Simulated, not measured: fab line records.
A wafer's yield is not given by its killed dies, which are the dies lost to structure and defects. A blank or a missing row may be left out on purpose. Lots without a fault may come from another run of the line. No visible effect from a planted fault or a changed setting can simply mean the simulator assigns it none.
fab line records	flow nand_harc
[record] lots = 6	wafers = 18	last_day = 31
route steps=1302 shown P_M1@313 P_M2@318
lots that met no fault: taken from a fault-free run of the same line
start_h: hours from the record's first day to the start of the lot's first wafer shown	wait_h: hours since the lot's step before	" the same as in the row above	L1.1+2: a single row standing in for several wafers	- no value present, or no start provided	* or withheld: withheld	< > ~ a bound
route shown NAME@n: a module of which the file shows steps, and the number in the route of the first	usual: average and standard deviation across the fault-free wafers	same: alike in all rows	chamber/n: place in a boat	sites: the reading at each site	_std_site: standard deviation of those values	_edge_site: the outer-site mean with the inner-site mean subtracted	radius_mm: how far each site lies from the wafer's centre	mask NAME#n: copy n	behind: the tool/chamber that last shaped the wafer	hold: why the lot was held/for how many hours/how that ended	device: names the non-switching transistor (n, p or np)	end of line: the same wafers' tests at the end of the route	a step given without rows: its recipe and nothing more	killed: the dies lost at the first sort to structure and to defects; this is not the yield of the wafer	map: dies across one wafer; x = killed, . = not, _ = none there
set.NAME: the setting that was run; set.NAME@STEP: the one run at that earlier step	model.NAME: the simulator's own value behind a step, which no gauge read
lots at selected steps of the route; one table per step, one row per wafer
services: the hour from which a tool's chamber was out of use, counted from the record's first day as start_h (under 0 if before that day), plus the number of hours and why
[[steps]]
[step NHARC_P_M1_SRD_25]
[step NHARC_P_M1_INSPECT_27]
[usual] raw_defect_count = 337/140
lot.wafer	tool	chamber	start_h	wait_h	raw_defect_count
L737.3	defect_inspect-02	-	166.43	0.0	510
L737.4	"	-	"	"	310
L737.6	"	-	"	"	413
L738.2	defect_inspect-02	-	177.43	0.0	401
L738.5	"	-	"	"	270
L738.6	"	-	"	"	532
L745.1	defect_inspect-02	-	246.43	0.0	441
L745.2	"	-	"	"	235
L745.5	"	-	"	"	273
L747.2	defect_inspect-01	-	276.04	0.0	331
L747.3	"	-	"	"	233
L747.6	"	-	"	"	221
L751.2	defect_inspect-01	-	303.32	0.0	261
L751.4	"	-	"	"	250
L751.5	"	-	"	"	195
L752.1	defect_inspect-01	-	316.82	0.0	256
L752.2	"	-	"	"	452
L752.6	"	-	"	"	289
[step NHARC_P_M1_PRE_CLEAN_32]
[recipe] time_s = 12	temp_c = 370	rf_power_w = 300	gas = NH3
[usual] heater_power_outer_w = 360/51	heater_power_w = 616/83
lot.wafer	tool	chamber	start_h	wait_h	heater_power_outer_w	heater_power_w
L737.3	pecvd-01	2	166.51	0.1	256	467
L737.6	"	2	"	"	254	471
L737.4	"	0	"	"	349	608
L738.2	pecvd-03	1	177.49	0.1	378	657
L738.5	"	1	"	"	383	672
L738.6	"	2	"	"	326	508
L745.2	pecvd-03	0	246.49	0.1	387	658
L745.1	"	2	"	"	272	464
L745.5	"	1	"	"	424	757
L747.2	pecvd-03	0	276.10	0.1	398	685
L747.3	"	1	"	"	380	704
L747.6	"	2	"	"	319	500
L751.2	pecvd-01	2	303.41	0.1	293	504
L751.4	"	0	"	"	383	638
L751.5	"	2	"	"	286	506
L752.2	pecvd-04	0	316.89	0.1	281	543
L752.1	"	2	"	"	349	596
L752.6	"	0	"	"	285	547
[step NHARC_P_M1_DEP_33]
[recipe] target_thk_a = 300	temp_c = 370	target_thk_nm = 30	pressure_torr = 3	flow_sccm = 200	rf_w = 450	material = SiCN
[usual] chamber_pressure_Torr = 3.000/0.0063	heater_power_outer_w = 326/47	heater_power_w = 573/80
lot.wafer	tool	chamber	start_h	wait_h	chamber_pressure_Torr	heater_power_outer_w	heater_power_w
L737.3	pecvd-01	2	166.61	0.1	3.007	252	459
L737.6	"	2	"	"	3.007	245	443
L737.4	"	0	"	"	3.001	330	592
L738.2	pecvd-03	1	177.57	0.1	2.997	385	674
L738.5	"	1	"	"	2.993	384	672
L738.6	"	2	"	"	3.011	317	501
L745.2	pecvd-03	0	246.57	0.1	2.998	374	641
L745.1	"	2	"	"	2.993	250	410
L745.5	"	1	"	"	3.014	395	698
L747.2	pecvd-03	0	276.18	0.1	3.005	347	618
L747.3	"	1	"	"	2.992	412	720
L747.6	"	2	"	"	2.999	231	380
L751.2	pecvd-01	2	303.55	0.1	3.000	263	472
L751.4	"	0	"	"	3.004	314	543
L751.5	"	2	"	"	2.995	262	475
L752.2	pecvd-04	0	316.97	0.1	2.991	271	537
L752.1	"	2	"	"	2.994	316	560
L752.6	"	0	"	"	3.000	272	525
[step NHARC_P_M2_DEP_00]
[recipe] target_thk_a = 1825	target_thk_nm = 182.5	temp_c = withheld	pressure_torr = 5	flow_sccm = 200	rf_w = 600	material = SiOC
[step NHARC_P_M2_DEHYDRATE_01]
[recipe] temp_c = 150	time_s = 120
[step NHARC_P_M2_HMDS_02]
[recipe] time_s = 30
[step NHARC_P_M2_COAT_34]
[recipe] temp_c = 200	time_s = 65
[step NHARC_P_M2_COAT_03]
[recipe] spin_rpm = 1500	resist_thk_nm = 90
[step NHARC_P_M2_SOFTBAKE_04]
[recipe] temp_c = 105	time_s = 55
[step NHARC_P_M2_EBR_05]
[step NHARC_P_M2_EXPOSE_06]
[recipe] na = 1.35	target_cd_nm = 170	dose_mj = 80.78	mask_id = P_M2
[usual] exposure_dose_mJ_cm2 = 80.67/0.092	focus_offset_nm = 0.0/0.53	na = 1.35/0
lot.wafer	tool	chamber	start_h	wait_h	mask	exposure_dose_mJ_cm2	focus_offset_nm	na
L737.3	arfi_scanner-01	-	167.67	-	P_M2#0	-	-	-
L737.4	"	-	"	"	P_M2#0	-	-	-
L737.6	"	-	"	"	P_M2#0	-	-	-
L738.2	arfi_scanner-03	-	178.69	-	P_M2#0	-	-	-
L738.5	"	-	"	"	P_M2#0	-	-	-
L738.6	"	-	"	"	P_M2#0	-	-	-
L745.1	arfi_scanner-02	0	247.68	-	P_M2#0	80.81	-0.1	1.35
L745.2	"	0	"	"	P_M2#0	80.80	0.4	1.35
L745.5	"	0	"	"	P_M2#0	80.67	0.6	1.35
L747.2	arfi_scanner-02	0	277.29	-	P_M2#0	80.65	-0.1	1.35
L747.3	"	0	"	"	P_M2#0	80.68	1.1	1.35
L747.6	"	0	"	"	P_M2#0	80.67	0.5	1.35
L751.2	arfi_scanner-01	0	304.63	-	P_M2#0	80.53	0.7	1.35
L751.4	"	0	"	"	P_M2#0	80.48	0.0	1.35
L751.5	"	0	"	"	P_M2#0	80.53	-0.5	1.35
L752.1	arfi_scanner-01	0	317.92	-	P_M2#0	80.52	-0.3	1.35
L752.2	"	0	"	"	P_M2#0	80.53	-0.3	1.35
L752.6	"	0	"	"	P_M2#0	80.62	-0.1	1.35
[step NHARC_P_M2_PEB_07]
[recipe] peb_temp_c = 100	peb_time_s = 65
[[services]]
tool	chamber	start_h	hours	kind
pecvd-01	0	143.00	-	clean
pecvd-01	1	143.00	-	clean
pecvd-01	2	143.00	-	clean
arfi_scanner-03	-	182.88	0.5	repair
pecvd-03	-	185.18	13.0	pm
pecvd-03	0	185.18	13.0	vent_cycle
pecvd-03	1	185.18	13.0	vent_cycle
pecvd-03	2	185.18	13.0	vent_cycle
arfi_scanner-03	-	196.00	4.0	pm
pecvd-03	0	198.18	-	clean
pecvd-03	1	198.18	-	clean
pecvd-03	2	198.18	-	clean
pecvd-01	-	216.90	0.4	repair
pecvd-04	-	218.42	5.1	repair
arfi_scanner-01	-	226.47	11.8	repair
arfi_scanner-01	-	252.02	4.0	pm
arfi_scanner-01	-	261.79	0.6	repair
pecvd-04	-	274.05	13.0	pm
arfi_scanner-01	-	280.52	0.8	repair
arfi_scanner-01	-	285.25	1.6	repair
arfi_scanner-03	-	289.33	1.4	repair
arfi_scanner-02	-	291.97	33.3	repair
pecvd-01	-	311.00	13.0	pm
pecvd-01	0	311.00	13.0	vent_cycle
[[key]]
[first_sign] step = NHARC_P_M2_EXPOSE_06	reading = tool_record	direction = missing
effect none on later readings
met_at NHARC_P_M2_EXPOSE_06
struck_wafers L737.3,L737.4,L737.6,L738.2,L738.5,L738.6
later_rows_left_out L737.3,L737.4,L737.6,L738.2,L738.5,L738.6
sort_left_out L737.3,L737.4,L737.6,L738.2,L738.5,L738.6
[fault] kind = skipped_step_whole	tool = arfi_scanner-01,arfi_scanner-03	chamber = -	onset_h = 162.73	steps = NHARC_P_M2_EXPOSE_06	scope = struck_lots_only
// sort_left_out: the simulated sort isn't trusted on such a fault, so these wafers' sort isn't shown, and their yield isn't known
// later_rows_left_out: the simulator's readings of these wafers behind a module that went badly wrong aren't trusted and aren't shown, but for the sort
